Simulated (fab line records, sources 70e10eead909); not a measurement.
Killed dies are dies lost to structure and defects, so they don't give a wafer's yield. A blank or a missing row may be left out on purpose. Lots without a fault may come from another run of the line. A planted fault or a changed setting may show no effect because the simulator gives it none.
Which tool did it? | flow nand_harc | 6 lots, 18 wafers sampled, at 2 steps of a route of 1159

WHAT THE GAUGES READ, wafer by wafer
NHARC_P_STI_CD_MEAS_16.
lot  | measured    | on        | cd_nm (nm)
L392 | day 3 02:14 | cd_sem-03 | 206 201 203
L395 | day 4 01:31 | cd_sem-03 | 200 193 201
L398 | day 4 21:21 | cd_sem-03 | 193 191 196
L401 | day 5 12:37 | cd_sem-02 | 197 196 201
L406 | day 6 19:22 | cd_sem-01 | 199 204 203
L412 | day 8 05:52 | cd_sem-02 | 194 196 202

WHICH TOOL RAN EACH LOT (tool, then ch and the chambers of the sampled wafers, then the start)
lot  | NHARC_P_ZERO_WELL_ETCH_62
L392 | rie_diel-10 ch 1,2,3, day 3 02:14 or earlier
L395 | rie_diel-13 ch 1,2, day 4 01:31 or earlier
L398 | rie_diel-10 ch 0,3, day 4 21:21 or earlier
L401 | rie_diel-10 ch 0,2, day 5 12:37 or earlier
L406 | rie_diel-07 ch 0,1, day 6 19:22 or earlier
L412 | rie_diel-13 ch 0,1,2, day 8 05:52 or earlier
- NHARC_P_ZERO_WELL_ETCH_62: etches the open film in CHF3/Ar, target depth 13 nm, time 6.5 s.

THE ANSWER, worked out from the rows above alone
Rule: what is usual is taken from the lots themselves. Put in order of their means at a reading, lots are off if they are a third of the lots or fewer, leave a main group of 4 or more, and stand apart from it by a gap of 3 or more times the standard deviation of the main group's means; of several such gaps the widest counts. A main group whose means are all the same, to the digits that the tables above print for the reading, isn't used. A lot without any number at a reading at which 4 lots or more have one is off too. The other lots that the step has rows for count as sound.
No lot is off at any reading shown: from this, nothing can be told.

WHAT THE SIMULATOR HAD PUT IN
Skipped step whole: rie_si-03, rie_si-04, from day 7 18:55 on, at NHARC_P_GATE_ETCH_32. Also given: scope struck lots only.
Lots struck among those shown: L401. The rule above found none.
